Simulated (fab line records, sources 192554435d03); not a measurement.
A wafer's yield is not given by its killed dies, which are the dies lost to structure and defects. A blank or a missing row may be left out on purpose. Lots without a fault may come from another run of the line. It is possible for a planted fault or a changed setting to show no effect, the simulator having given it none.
A lot that was struck, set against a sound lot -- flow n5_finfet -- 19 out of 1938 route steps
Sound: these wafers, L541.1, L541.2, L541.6. Wafers struck: L554.2, L554.3, L554.6. At the end, the cause is stated.
For every step that has rows: the tool of each side, followed by ch and its chambers, followed by its first start. Under that, the readings that differ: sound wafers -- struck wafers -- difference of the means -- sigmas: that difference in standard deviations of wafers without a fault.
alike: a reading whose means differ by less than 2 such deviations, as well as words and numbers matching on both sides. not compared: withheld readings; readings where some wafer has no value; bounds like >300 that might hide an equal value; numbers whose values overlap and for which the record gives no deviation.
Wherever a step has rows on one side only, a row that says differs or no value, or a row with sigmas, the two part there. Non-overlapping numbers with no deviation appear without sigmas and do not part them. A reading that every wafer of one side lacks parts them only if that side has two wafers or more.

N5_START_INSPECT_01: inspects for defects (unpatterned scan).
  sound: defect_inspect-02 at day 1 18:02; struck: defect_inspect-02 at day 5 00:02
  alike: raw_defect_count
then, 2 steps without rows for these wafers: N5_ZERO_LAYER_PRECLEAN_00 (cleans in SPM, time 600 s); N5_ZERO_LAYER_SRD_01 (time 30 s, dry time 30 s).
N5_ZERO_LAYER_PECVD_02: deposits SiO2 from SiH4/N2O, target thk 10 nm, time 6 s.
  sound on pecvd-01 ch 0,1,2, day 1 18:17; struck on pecvd-04 ch 1,2, day 5 00:17
  alike: heater_power_outer_w, heater_power_w, showerhead_plenum_p_Torr
then, 1 step without rows for these wafers: N5_ZERO_LAYER_HMDS_04 (time 60 s).
N5_ZERO_LAYER_COAT_05: resist thk 1000 nm.
  sound on litho_track-04 ch 0, day 1 18:22; struck on litho_track-04 ch 0, day 5 00:22
reading,sound,struck,difference,sigmas
spin_speed_rpm (rpm),1499.9 1499.4 1500.9,1435.5 1436.0 1434.6,-64.7,-65
model.coat_of_ZERO_LAYER_COAT_05.thk_nm (nm),997.3 996.8 997.6,1021 1020 1023,+24,
then, 6 steps without rows for these wafers: N5_ZERO_LAYER_EBR_07; N5_ZERO_LAYER_SOFTBAKE_06 (time 90 s); N5_ZERO_LAYER_EXPOSE_08 (exposes mask ZERO, defocus 0 nm, target cd 2000 nm); N5_ZERO_LAYER_PEB_09; N5_ZERO_LAYER_DEVELOP_10 (develop time 60 s); N5_ZERO_LAYER_HARDBAKE_23 (time 120 s).
N5_ZERO_LAYER_CD_MEAS_11: target cd 2000 nm.
  sound on cd_sem-01 ch 0, day 1 18:38; struck on cd_sem-01 ch 0, day 5 00:46
  alike: cd_nm
N5_ZERO_LAYER_DESCUM_16: chemistry O2, time 7.9 s.
  sound on rie_diel-01 ch 1,2,3, day 1 18:41; struck on rie_diel-01 ch 0,2,3, day 5 00:49
  alike: drypump_motor_current_A, oes_product_au, rf_vpp_V, showerhead_plenum_p_Torr, throttle_valve_pct
  not compared: rf_hours_counter_h
N5_ZERO_LAYER_ETCH_17: etches SiO2 in CF4, target depth 12 nm, time 13.3 s.
  sound on rie_diel-01 ch 1,2,3, day 1 18:43; struck on rie_diel-01 ch 0,2,3, day 5 00:50
  alike: drypump_motor_current_A, oes_product_au, rf_vpp_V, showerhead_plenum_p_Torr, throttle_valve_pct
  not compared: rf_hours_counter_h
N5_ZERO_LAYER_ETCH_18: etches Si in HBr/Cl2, target depth 120 nm, time 40 s.
  sound on rie_si-03 ch 1,2,3, day 1 18:47; struck on rie_si-04 ch 1,3, day 5 00:55
reading,sound,struck,difference,sigmas
model.coat_of_ZERO_LAYER_COAT_05.thk_nm (nm),926.6 926.5 927.9,950.8 949.3 953,+24.0,
  alike: drypump_motor_current_A, mfc_cl2_sccm, oes_product_au, throttle_valve_pct
  not compared: rf_hours_counter_h
N5_ZERO_LAYER_STRIP_24: strips in O2.
  sound on plasma_asher-02 ch 0,1, day 1 18:53; struck on plasma_asher-01 ch 1, day 5 01:01
reading,sound,struck,difference,sigmas
strip_time_to_endpoint_s (s),43.72 43.72 43.78,44.45 44.40 44.53,+0.72,+9
  alike: drypump_motor_current_A, heater_power_w, oes_product_au
  not compared: rf_hours_counter_h
then, 1 step without rows for these wafers: N5_ZERO_LAYER_STRIP_19 (strips in SPM, time 900 s).
-- here the record skips 7 days between the struck wafers' starts before and after, leaving off in module ZERO_LAYER and picking up in module BEOL_M4 (first step shown: number 1111 of the route) --
N5_BEOL_M4_RC_MEAS_101:
  sound on prober-01 ch 0, day 8 15:06; struck on prober-02 ch 0, day 11 20:01
  alike: DIBL_N, DIBL_P, IOFF_N, IOFF_P, ION_N, ION_P, SS_N, SS_P, VT_N, VT_P

WHERE THEY PART
At N5_ZERO_LAYER_COAT_05 first; at N5_ZERO_LAYER_STRIP_24 last (within this record only). Later steps at which nothing parts them and some readings are alike: N5_BEOL_M4_RC_MEAS_101.

WHY: the cause the simulator had injected
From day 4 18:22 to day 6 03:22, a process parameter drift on litho_track-04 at N5_ZERO_LAYER_COAT_05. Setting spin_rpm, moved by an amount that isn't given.
